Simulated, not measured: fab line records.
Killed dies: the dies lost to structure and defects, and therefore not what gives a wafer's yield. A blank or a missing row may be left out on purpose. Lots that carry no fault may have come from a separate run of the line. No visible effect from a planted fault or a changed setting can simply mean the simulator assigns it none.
Lot-split experiment | flow n5Finfet | 39 wafers read across 7 lots, on a route 1938 steps long

== ON THE SPLIT ==
At N5_MOL_CONTACT_COAG_ETCH_124 (etches SiNx in CH3F/O2, stops on SiOC, target depth 6.5 nm), the setting biasW was moved away from the recipe's 73 W on 15 of the 39 wafers read, by +9.1% to +15.1%. All remaining wafers had this setting at the recipe value.

The reading comes from the split's own step.

== THE READING ==
rfVppV, in V, at N5_MOL_CONTACT_COAG_ETCH_124 (etches SiNx in CH3F/O2, stops on SiOC, target depth 6.5 nm). A value of 296 V with a standard deviation of 6.2 V is what fault-free wafers of this fab line usually give.

wafer  | tool, chamber at the split | biasW as run, W | against the recipe | rfVppV, V | against lot-mates on the recipe
L078.1 | rieDiel-03, 2              | 81.67           | +11.9%             | 331       | +29
L078.2 | rieDiel-03, 0              | 73              | recipe             | 295       | -
L078.3 | rieDiel-03, 3              | 73              | recipe             | 307       | -
L078.4 | rieDiel-03, 1              | 81.67           | +11.9%             | 313       | +11
L078.5 | rieDiel-03, 2              | 81.67           | +11.9%             | 333       | +31
L078.6 | rieDiel-03, 3              | 73              | recipe             | 305       | -
L079.2 | rieDiel-03, 1              | 73              | recipe             | 287       | -
L079.3 | rieDiel-03, 2              | 73              | recipe             | 303       | -
L079.6 | rieDiel-03, 0              | 73              | recipe             | 295       | -
L084.1 | rieDiel-06, 3              | 79.63           | +9.1%              | 313       | +16
L084.2 | rieDiel-06, 2              | 79.63           | +9.1%              | 312       | +15
L084.3 | rieDiel-06, 0              | 79.63           | +9.1%              | 319       | +22
L084.4 | rieDiel-06, 1              | 73              | recipe             | 301       | -
L084.5 | rieDiel-06, 2              | 73              | recipe             | 290       | -
L084.6 | rieDiel-06, 1              | 73              | recipe             | 301       | -
L085.1 | rieDiel-03, 2              | 73              | recipe             | 304       | -
L085.2 | rieDiel-03, 3              | 84.02           | +15.1%             | 343       | +50
L085.3 | rieDiel-03, 1              | 73              | recipe             | 287       | -
L085.4 | rieDiel-03, 0              | 84.02           | +15.1%             | 330       | +37
L085.5 | rieDiel-03, 2              | 84.02           | +15.1%             | 342       | +49
L085.6 | rieDiel-03, 1              | 73              | recipe             | 287       | -
L088.1 | rieDiel-03, 1              | 73              | recipe             | 289       | -
L088.2 | rieDiel-03, 2              | 73              | recipe             | 306       | -
L088.3 | rieDiel-03, 3              | 73              | recipe             | 306       | -
L088.4 | rieDiel-03, 0              | 73              | recipe             | 295       | -
L088.5 | rieDiel-03, 2              | 73              | recipe             | 304       | -
L088.6 | rieDiel-03, 3              | 73              | recipe             | 307       | -
L095.1 | rieDiel-06, 1              | 79.7            | +9.2%              | 321       | +25
L095.2 | rieDiel-06, 2              | 73              | recipe             | 290       | -
L095.3 | rieDiel-06, 0              | 79.7            | +9.2%              | 320       | +24
L095.4 | rieDiel-06, 3              | 79.7            | +9.2%              | 315       | +19
L095.5 | rieDiel-06, 1              | 73              | recipe             | 299       | -
L095.6 | rieDiel-06, 0              | 73              | recipe             | 300       | -
L097.1 | rieDiel-06, 1              | 82.03           | +12.4%             | 329       | +34
L097.2 | rieDiel-06, 3              | 73              | recipe             | 292       | -
L097.3 | rieDiel-06, 2              | 73              | recipe             | 293       | -
L097.4 | rieDiel-06, 0              | 73              | recipe             | 300       | -
L097.5 | rieDiel-06, 1              | 82.03           | +12.4%             | 331       | +36
L097.6 | rieDiel-06, 0              | 82.03           | +12.4%             | 328       | +33

FIT RESULTS
A straight line over all 39 wafers: rfVppV changes by +2.48 V for each +1% of biasW; r = +0.91; the points scatter about the line by 6.7 V.
The same after taking each lot's own level away (the mean of its wafers on the recipe; 39 wafers): +2.58 V for each +1%; r = +0.92; scatter 6.7 V.
On that fit, the largest move of biasW shifts the reading by 39 V.
From 292.7 to 302.3 V: that is the span of the lots' own levels, equal to 1.6 times the standard deviation above.
Hence the lot-to-lot level has little effect on the slope; both slopes agree.
Check: for one of the wafers moved furthest among these (+15.1%), held out of the fit, the line's prediction against its lot-mates is +37.1 V. Against them it came out at +50.3 V.
Tool readings at the split's step, against how far the setting was moved: rfVppV r = +0.91.

== ADDITIONAL SPLITS CARRIED BY THESE WAFERS ==
Note: prior to the reading, these wafers also went through further splits. Each is held against what the fit with the lots' levels taken away leaves over:
other split on the same wafers      | wafers away from the commonest value | r with rfVppV (lot level and that fit taken away)
N5_FIN_SAQP_HM_DEP_03 targetThkA    | 9                                    | +0.38
N5_DUMMY_GATE_CVD_03 tempC          | 18                                   | +0.12
N5_MOL_CONTACT_COAG_ETCH_91 sourceW | 9                                    | +0.09

== FILE'S OWN FIT ==
rfVppV changes by +2.54 V for each +1% of biasW, r = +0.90.
